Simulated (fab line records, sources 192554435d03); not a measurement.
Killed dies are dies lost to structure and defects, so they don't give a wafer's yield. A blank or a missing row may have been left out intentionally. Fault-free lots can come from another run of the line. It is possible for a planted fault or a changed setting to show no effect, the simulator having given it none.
fab line records + flow n5_finfet
record
- lots=5
- wafers=15
- last_day=17
route steps=1938 shown MIM_TOP_LITHO@1841 MIM_TOP_ETCH@1851 MIM_BOT_LITHO@1854 MIM_BOT_ETCH@1866 PASSIVATION@1936
lots that met no fault: from a run of the same line without faults
start_h: the number of hours between the record's first day and the start of the first shown wafer of the lot + wait_h: how many hours have passed since the lot's step before this one + " same as the row above + L1.1+2: a row that stands for several wafers + - no value, or no start given + * or withheld: withheld + < > ~ a bound
route shown NAME@n: names a module that has steps shown in the file, with the first one's number in the route + usual: mean/standard deviation of fault-free wafers + same: alike in all rows + chamber/n: place in a boat + sites: each site's reading + _std_site: the values' standard deviation + _edge_site: inner sites' mean taken away from outer sites' mean + radius_mm: how far each site lies from the wafer's centre + mask NAME#n: copy n + behind: the most recent tool/chamber to have shaped the wafer + hold: the reason the lot was held/the length of the hold in hours/how it ended + device: the transistor (n, p or np) that didn't switch + end of line: the same wafers' tests at the end of the route + for a step that has no rows: nothing shown but its recipe + killed: dies that structure and defects cost at the first sort, which is not the same as the wafer's yield + map: the dies of a wafer, with x for killed, . for not killed, _ for no die there
set.NAME: the run value of the setting; set.NAME@STEP: its run value at that earlier step + model.NAME: the simulator's own value behind a step, which no gauge read
certain route steps with their lots: each step a table, each wafer a row
services: when a tool's chamber went out of use (start_h, in hours from the record's first day, below 0 if earlier), for how many hours, and the reason
## steps
# step N5_MIM_TOP_LITHO_EBR_04
# recipe
- solvent=PGMEA
- ebr_width_mm=1.5
# step N5_MIM_TOP_LITHO_SOFTBAKE_03
# recipe
- temp_c=100
- time_s=90
# step N5_MIM_TOP_LITHO_EXPOSE_05
# recipe
- mask_id=MIM_TOP
- na=0.55
- source_shape=conventional
- sigma_outer=0.8
- polarization=unpolarized
- target_cd_nm=2000
- dose_mj=20.5
# step N5_MIM_TOP_LITHO_PEB_06
# recipe
- peb_temp_c=withheld
- peb_time_s=*
# step N5_MIM_TOP_LITHO_DEVELOP_07
# recipe
- develop_time_s=60
- rinse_liquid=diw
- dry=air_spin
- dev_temp_c=21
# step N5_MIM_TOP_LITHO_HARDBAKE_09
# recipe
- temp_c=130
- time_s=120
# step N5_MIM_TOP_LITHO_DESCUM_10
# recipe
- chemistry=O2
- time_s=7.9
- source_power_w=50
- bias_power_w=20
- pressure_mtorr=20
- rf_frequency_hz=2.712e+07
- temp_c=40
- o2_flow_sccm=225
# step N5_MIM_TOP_ETCH_ETCH_00
# recipe
- chemistry=Cl2/BCl3
- target=TiN
- target_depth_a=385
- ion_energy_ev=150
- pressure_mtorr=10
- icp_w=1000
- bias_w=126
- Cl2_flow_sccm=53.25
- bcl3_flow_sccm=21.75
- Ar_flow_sccm=25
# step N5_MIM_TOP_ETCH_STRIP_01
# recipe
- chemistry=O2
- power_w=600
- temp_c=60
- pressure_mtorr=30
- rf_frequency_hz=6e+07
- bias_power_w=0
- overash_fraction=0.5
- o2_flow_sccm=225
# step N5_MIM_TOP_ETCH_PECVD_03
# recipe
- material=SiNx
- target_thk_a=200
- temp_c=400
- precursor=SiH4/NH3/N2
- pressure_torr=1.5
- rf_w=300
- time_s=17.6
# usual
- heater_power_w=777/57
- showerhead_plenum_p_Torr=5.13/0.038
- susceptor_temp_C=400.00/0.25
- throttle_valve_pct=41/3.5
| lot.wafer | tool     | chamber | start_h | wait_h | heater_power_w | showerhead_plenum_p_Torr | susceptor_temp_C | throttle_valve_pct | model.SiNx_of_MIM_TOP_ETCH_PECVD_03.thk_nm |
|-----------|----------|---------|---------|--------|----------------|--------------------------|------------------|--------------------|--------------------------------------------|
| L713.3    | pecvd-04 | 2       | 277.52  | -      | 868            | 5.14                     | 399.68           | 36                 | 20                                         |
| L713.5    | "        | 2       | "       | "      | 847            | 5.13                     | 400.33           | 36                 | 20.4                                       |
| L713.6    | "        | 1       | "       | "      | 806            | 5.12                     | 399.77           | 46                 | 20.4                                       |
| L714.1    | pecvd-04 | 1       | 282.93  | -      | 853            | 5.13                     | 399.77           | 46                 | 20.2                                       |
| L714.3    | "        | 2       | "       | "      | 831            | 5.12                     | -                | 36                 | 18.6                                       |
| L714.6    | "        | 1       | "       | "      | 839            | 5.15                     | -                | 46                 | 18.8                                       |
| L715.2    | pecvd-04 | 2       | 291.09  | -      | 822            | 5.13                     | 399.98           | 36                 | 19.8                                       |
| L715.3    | "        | 0       | "       | "      | 769            | 5.12                     | -                | 40                 | 18.4                                       |
| L715.4    | "        | 2       | "       | "      | 832            | 5.13                     | 400.39           | 36                 | 20.2                                       |
| L716.2    | pecvd-04 | 1       | 298.95  | -      | 886            | 5.12                     | 399.80           | 46                 | 20.4                                       |
| L716.3    | "        | 2       | "       | "      | 787            | 5.14                     | -                | 36                 | 18.6                                       |
| L716.5    | "        | 0       | "       | "      | 768            | 5.11                     | -                | 40                 | 18.8                                       |
| L728.1    | pecvd-01 | 2       | 389.07  | -      | 720            | 5.09                     | 400.50           | 37                 | 19.8                                       |
| L728.4    | "        | 0       | "       | "      | 747            | 5.13                     | 399.72           | 41                 | 20.2                                       |
| L728.5    | "        | 2       | "       | "      | 727            | 5.10                     | 400.14           | 37                 | 20.4                                       |
# step N5_MIM_BOT_LITHO_HMDS_01
# recipe
- time_s=60
- temp_c=120
# step N5_MIM_BOT_LITHO_COAT_02
# recipe
- spin_rpm=*
- resist_thk_nm=*
# step N5_MIM_BOT_LITHO_EBR_04
# recipe
- solvent=PGMEA
- ebr_width_mm=1.5
# step N5_MIM_BOT_LITHO_SOFTBAKE_03
# recipe
- temp_c=100
- time_s=90
# step N5_MIM_BOT_LITHO_EXPOSE_05
# recipe
- mask_id=MIM_BOT
- na=0.55
- source_shape=conventional
- sigma_outer=0.8
- polarization=unpolarized
- dose_mj=24.25
# step N5_MIM_BOT_LITHO_PEB_06
# recipe
- peb_temp_c=withheld
- peb_time_s=*
# step N5_MIM_BOT_LITHO_DEVELOP_07
# recipe
- develop_time_s=60
- rinse_liquid=diw
- dry=air_spin
- dev_temp_c=21
# step N5_MIM_BOT_LITHO_HARDBAKE_09
# recipe
- temp_c=130
- time_s=120
# step N5_MIM_BOT_LITHO_DESCUM_10
# recipe
- chemistry=O2
- time_s=7.9
- source_power_w=50
- bias_power_w=20
- pressure_mtorr=20
- rf_frequency_hz=2.712e+07
- temp_c=40
- o2_flow_sccm=225
# step N5_MIM_BOT_ETCH_ETCH_04
# recipe
- chemistry=CF4/O2
- target=SiNx
- target_depth_a=260
- time_s=13
- ion_energy_ev=100
- pressure_mtorr=40
- source_w=535
- bias_w=49
- Ar_flow_sccm=100
- cf4_flow_sccm=100
- O2_flow_sccm=10
# step N5_MIM_BOT_ETCH_ETCH_03
# recipe
- chemistry=Cl2/BCl3
- target_depth_a=120
- pressure_mtorr=8
- icp_w=800
- bias_w=100
- Cl2_flow_sccm=20
- bcl3_flow_sccm=80
# step N5_MIM_BOT_ETCH_ETCH_00
# recipe
- chemistry=Cl2/BCl3
- target=TiN
- target_depth_a=455
- ion_energy_ev=150
- pressure_mtorr=10
- icp_w=1000
- bias_w=126
- Cl2_flow_sccm=53.25
- bcl3_flow_sccm=21.75
- Ar_flow_sccm=25
# step N5_MIM_BOT_ETCH_STRIP_01
# recipe
- chemistry=O2
- power_w=600
- temp_c=60
- pressure_mtorr=30
- rf_frequency_hz=6e+07
- bias_power_w=0
- overash_fraction=0.5
- o2_flow_sccm=225
# step N5_MIM_BOT_ETCH_STRIP_02
# recipe
- chemistry=post_etch_residue_remover
- time_s=1200
- temp_c=72.5
# same
- time_s=1200
| lot.wafer | tool         | chamber | start_h | wait_h | model.SiNx_of_MIM_TOP_ETCH_PECVD_03.thk_nm |
|-----------|--------------|---------|---------|--------|--------------------------------------------|
| L713.3    | wet_bench-05 | 6       | 278.55  | -      | 19.6                                       |
| L713.5    | "            | 3       | "       | "      | 20.2                                       |
| L713.6    | "            | 5       | "       | "      | 20                                         |
| L714.1    | wet_bench-03 | 0       | 284.04  | -      | 20                                         |
| L714.3+6  | "            | 5,2     | "       | "      | 18.4                                       |
| L715.2    | wet_bench-05 | 2       | 292.11  | -      | 19.4                                       |
| L715.3    | "            | 0       | "       | "      | 18                                         |
| L715.4    | "            | 1       | "       | "      | 19.8                                       |
| L716.2    | wet_bench-01 | 5       | 300.12  | -      | 20                                         |
| L716.3    | "            | 0       | "       | "      | 18.2                                       |
| L716.5    | "            | 7       | "       | "      | 18.4                                       |
| L728.1    | wet_bench-05 | 0       | 390.23  | -      | 19.4                                       |
| L728.4    | "            | 7       | "       | "      | 19.8                                       |
| L728.5    | "            | 5       | "       | "      | 20                                         |
# step N5_MIM_BOT_ETCH_CLEAN_05
# recipe
- chemistry=IPA
- time_s=180
- temp_c=25
# step N5_PASSIVATION_PROBE_49
# usual
- defect_limited_yield=91.0/1.5
- killed_at_M0_to_M3=34/11
- killed_at_M4_up=14/5.3
- killed_at_contacts=13/7
- killed_at_front_end=41/13
- killed_at_other=4/3.1
- killed_dies=106/17
- killed_open=70/12
- killed_short=35/8
- sort_bin_5_function=5.2/0.98
- sort_bin_6_memory=3.4/0.69
- sort_bin_8_speed=0.00/0.007
- sort_n_pass=1074/17
- sort_yield_pct=91.0/1.5
# same
- gross_dies=1180
- killed_at_back_side=0
- sort_bin_4_leakage[%]=0
| lot.wafer | tool      | chamber | start_h | wait_h | defect_limited_yield[%] | killed_at_M0_to_M3 | killed_at_M4_up | killed_at_contacts | killed_at_front_end | killed_at_other | killed_dies | killed_open | killed_short | sort_bin_5_function[%] | sort_bin_6_memory[%] | sort_bin_8_speed[%] | sort_n_pass | sort_yield_pct[%] |
|-----------|-----------|---------|---------|--------|-------------------------|--------------------|-----------------|--------------------|---------------------|-----------------|-------------|-------------|--------------|------------------------|----------------------|---------------------|-------------|-------------------|
| L714.1    | prober-01 | -       | 292.73  | 0.0    | 90.9                    | 40                 | 16              | 15                 | 30                  | 6               | 107         | 74          | 32           | 5.9                    | 2.7                  | 0                   | 1073        | 90.9              |
| L714.3    | prober-01 | -       | 292.83  | 0.1    | 91.9                    | 34                 | 15              | 6                  | 38                  | 3               | 96          | 66          | 29           | 4.8                    | 3.2                  | 0                   | 1084        | 91.9              |
| L714.6    | prober-01 | -       | 292.98  | 0.3    | 94.2                    | 34                 | 8               | 6                  | 20                  | 1               | 69          | 47          | 22           | 3.2                    | 2.2                  | 0                   | 1111        | 94.2              |
| L715.2    | prober-02 | -       | 301.99  | 0.1    | 90.3                    | 36                 | 23              | 16                 | 33                  | 6               | 114         | 80          | 34           | 5.5                    | 3.7                  | 0                   | 1066        | 90.3              |
| L715.3    | prober-02 | -       | 302.04  | 0.1    | 91.7                    | 33                 | 15              | 10                 | 37                  | 3               | 98          | 60          | 38           | 5.0                    | 3.1                  | 0                   | 1082        | 91.7              |
| L715.4    | prober-02 | -       | 302.09  | 0.2    | 90.7                    | 32                 | 18              | 21                 | 35                  | 4               | 110         | 71          | 39           | 5.3                    | 3.6                  | 0                   | 1070        | 90.7              |
| L716.2    | prober-02 | -       | 307.95  | 0.1    | 92.4                    | 32                 | 15              | 17                 | 24                  | 2               | 90          | 69          | 20           | 5.0                    | 2.4                  | 0                   | 1090        | 92.4              |
| L716.3    | prober-02 | -       | 308.00  | 0.1    | 91.8                    | 31                 | 12              | 23                 | 30                  | 1               | 97          | 63          | 28           | 4.3                    | 3.3                  | 0                   | 1083        | 91.8              |
| L716.5    | prober-02 | -       | 308.10  | 0.2    | 91.6                    | 24                 | 13              | 31                 | 30                  | 1               | 99          | 67          | 29           | 5.4                    | 2.6                  | 0                   | 1081        | 91.6              |
# killed by level:class
L714.1 BEOL_M3:geometric_particle:open=13 BEOL_M0_SAQP:geometric_particle:open=11 MOL_CONTACT_COAG:geometric_particle:open=10 FIN_SAQP:geometric_particle:open=7 STI_FIN_REVEAL:geometric_particle:open=7 FIN_SAQP:geometric_particle:short=6 BEOL_M3:geometric_particle:short=6 MOL_CONTACT_COAG:geometric_particle:short=5
L714.3 BEOL_M3:geometric_particle:open=13 BEOL_M3:geometric_particle:short=10 STI_FIN_REVEAL:geometric_particle:open=9 FIN_SAQP:geometric_particle:open=6 GATE_CUT:geometric_particle:open=5 MOL_CONTACT_COAG:geometric_particle:open=5 STARTING-WAFER:geometric_particle:short=5 BEOL_M4:geometric_particle:open=5
L714.6 BEOL_M3:geometric_particle:open=10 MOL_CONTACT_COAG:geometric_particle:open=5 BEOL_M0_SAQP:geometric_particle:open=5 BEOL_M0:geometric_particle:open=5 BEOL_M3:geometric_particle:short=5 BEOL_M4:geometric_particle:open=4 BEOL_M2:geometric_particle:open=3 STARTING-WAFER:geometric_particle:open=3
L715.2 STI_FIN_REVEAL:geometric_particle:open=12 MOL_CONTACT_COAG:geometric_particle:open=12 BEOL_M3:geometric_particle:open=7 BEOL_M4:geometric_particle:open=7 BEOL_M4:geometric_particle:short=7 FIN_SAQP:geometric_particle:open=6 BEOL_M0_SAQP:geometric_particle:short=6 BEOL_M1:geometric_particle:open=6
L715.3 MOL_CONTACT_COAG:geometric_particle:open=9 BEOL_M2:geometric_particle:open=9 STI_FIN_REVEAL:geometric_particle:open=8 BEOL_M0_SAQP:geometric_particle:short=8 FIN_SAQP:geometric_particle:short=7 BEOL_M3:geometric_particle:open=6 GATE_CUT:geometric_particle:short=5 BEOL_M4:geometric_particle:open=5
L715.4 MOL_CONTACT_COAG:geometric_particle:open=18 BEOL_M4:geometric_particle:open=8 FIN_SAQP:geometric_particle:short=7 STI_FIN_REVEAL:geometric_particle:open=7 BEOL_M0_SAQP:geometric_particle:short=7 BEOL_M2:geometric_particle:open=7 FIN_SAQP:geometric_particle:open=5 GATE_CUT:geometric_particle:short=5
L716.2 MOL_CONTACT_COAG:geometric_particle:open=13 BEOL_M1:geometric_particle:open=13 BEOL_M4:geometric_particle:open=9 FIN_SAQP:geometric_particle:open=5 BEOL_M3:geometric_particle:open=5 STI_FIN_REVEAL:geometric_particle:open=4 ILD0:geometric_particle:open=4 MOL_CONTACT_COAG:geometric_particle:short=4
L716.3 MOL_CONTACT_COAG:geometric_particle:open=23 BEOL_M0_SAQP:geometric_particle:open=8 GATE_CUT:geometric_particle:short=7 BEOL_M0_SAQP:geometric_particle:short=6 BEOL_M2:geometric_particle:open=5 BEOL_M0:geometric_particle:open=4 BEOL_M3:geometric_particle:open=4 STARTING-WAFER:geometric_particle:open=4
L716.5 MOL_CONTACT_COAG:geometric_particle:open=23 STI_FIN_REVEAL:geometric_particle:open=14 MOL_CONTACT_COAG:geometric_particle:short=8 BEOL_M0:geometric_particle:open=5 BEOL_M1:geometric_particle:open=5 STARTING-WAFER:geometric_particle:short=4 BEOL_M0_SAQP:geometric_particle:short=4 BEOL_M1:geometric_particle:short=4
## services
| tool     | chamber | start_h | hours | kind   |
|----------|---------|---------|-------|--------|
| pecvd-01 | 0       | 275.08  | 15.7  | repair |
| pecvd-01 | 0       | 291.87  | 11.2  | repair |
| pecvd-04 | -       | 295.33  | 1.2   | repair |
| pecvd-01 | -       | 348.09  | 1.2   | repair |
## key
first_sign none at tools or gauges
model_effect
- step=N5_MIM_TOP_ETCH_PECVD_03
- value=SiNx_of_MIM_TOP_ETCH_PECVD_03.thk_nm
- without=20.16
- struck=18.64
model_effect
- step=N5_MIM_BOT_ETCH_STRIP_02
- value=SiNx_of_MIM_TOP_ETCH_PECVD_03.thk_nm
- without=19.76
- struck=18.28
met_at N5_MIM_TOP_ETCH_PECVD_03
struck_wafers L714.3,L714.6,L715.3,L716.3,L716.5
onset_between 277.52 282.93
fault
- kind=process_parameter_drift
- tool=pecvd-04
- chamber=-
- onset_h=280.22
- steps=N5_MIM_TOP_ETCH_PECVD_03
- channel=time_s
- offset=*
- shape=step
- end_h=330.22
- scope=struck_wafers_only
- acts_in=*
- stated=*
